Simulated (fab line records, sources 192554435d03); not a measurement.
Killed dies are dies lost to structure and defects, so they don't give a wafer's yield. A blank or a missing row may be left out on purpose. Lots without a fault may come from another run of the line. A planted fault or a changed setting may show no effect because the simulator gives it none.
Chamber matching | flow n5_finfet | N5_MOL_CONTACT_COAG_STRIP_98 on rie_diel-06: 4 sister chambers
The step strips in N2/H2. 18 wafers are shown with their chamber, then 9 later ones without.

WAFERS WITH THEIR CHAMBER
wafer  | chamber | drypump_motor_current_A (A) | throttle_valve_pct (%) | showerhead_plenum_p_Torr (Torr)
L075.1 | 3       | 6.0                         | 18.60                  | 3.38
L075.2 | 0       | 6.0                         | 19.06                  | 3.21
L075.4 | 1       | 5.7                         | 19.21                  | 3.19
L080.1 | 0       | 6.1                         | 19.08                  | 3.21
L080.2 | 1       | 5.7                         | 19.21                  | 3.18
L080.6 | 3       | 6.0                         | 18.60                  | 3.38
L085.2 | 0       | 6.0                         | 19.08                  | 3.20
L085.4 | 2       | 5.3                         | 18.55                  | 3.42
L085.6 | 0       | 6.0                         | 19.08                  | 3.20
L087.1 | 0       | 6.1                         | 19.07                  | 3.20
L087.4 | 1       | 5.7                         | 19.24                  | 3.17
L087.6 | 3       | 6.0                         | 18.65                  | 3.37
L089.2 | 1       | 5.7                         | 19.23                  | 3.17
L089.4 | 2       | 5.3                         | 18.58                  | 3.42
L089.6 | 2       | 5.3                         | 18.58                  | 3.42
L091.3 | 2       | 5.3                         | 18.60                  | 3.41
L091.4 | 0       | 6.1                         | 19.09                  | 3.19
L091.5 | 3       | 6.0                         | 18.66                  | 3.36

SIGNATURES (means of the wafers above)
reading                  | chamber 0 | chamber 1 | chamber 2 | chamber 3 | scatter within a chamber
drypump_motor_current_A  | 6.050     | 5.700     | 5.300     | 6.000     | 0.0327
throttle_valve_pct       | 19.0767   | 19.2225   | 18.5775   | 18.6275   | 0.0199
showerhead_plenum_p_Torr | 3.2017    | 3.1775    | 3.4175    | 3.3725    | 0.00805
Rule: a wafer's distance from a chamber is the root of the sum, over the readings, of the square of ((its reading less the chamber's mean) divided by the reading's scatter). The wafer belongs to the nearest chamber; if the next one is less than 2 further off, it can't be placed. The scatter: the root of (the sum of the squares of (reading less its chamber's mean) over the shown wafers, divided by (wafers less chambers)).

WAFERS WITHOUT THEIR CHAMBER
wafer  | drypump_motor_current_A (A) | throttle_valve_pct (%) | showerhead_plenum_p_Torr (Torr)
L093.1 | 5.3                         | 18.61                  | 3.41
L093.3 | 5.7                         | 18.84                  | 3.57
L093.4 | 5.8                         | 18.82                  | 3.57
L094.1 | 6.0                         | 18.66                  | 3.36
L094.3 | 5.7                         | 18.83                  | 3.57
L094.5 | 6.0                         | 18.69                  | 3.36
L097.4 | 6.1                         | 19.11                  | 3.19
L097.5 | 6.0                         | 18.69                  | 3.36
L097.6 | 6.0                         | 19.11                  | 3.19

WHICH CHAMBER EACH WENT THROUGH
wafer  | from the rows above     | in truth
L093.1 | 2                       | 2
L093.3 | 2                       | 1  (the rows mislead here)
L093.4 | can't be placed: 3 or 2 | 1
L094.1 | 3                       | 3
L094.3 | 2                       | 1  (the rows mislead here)
L094.5 | 3                       | 3
L097.4 | 0                       | 0
L097.5 | 3                       | 3
L097.6 | 0                       | 0
Placed correctly: 6 of 9. Can't be placed from these rows: 1 (the true chamber is among the candidates in 0). Placed wrongly: 2.
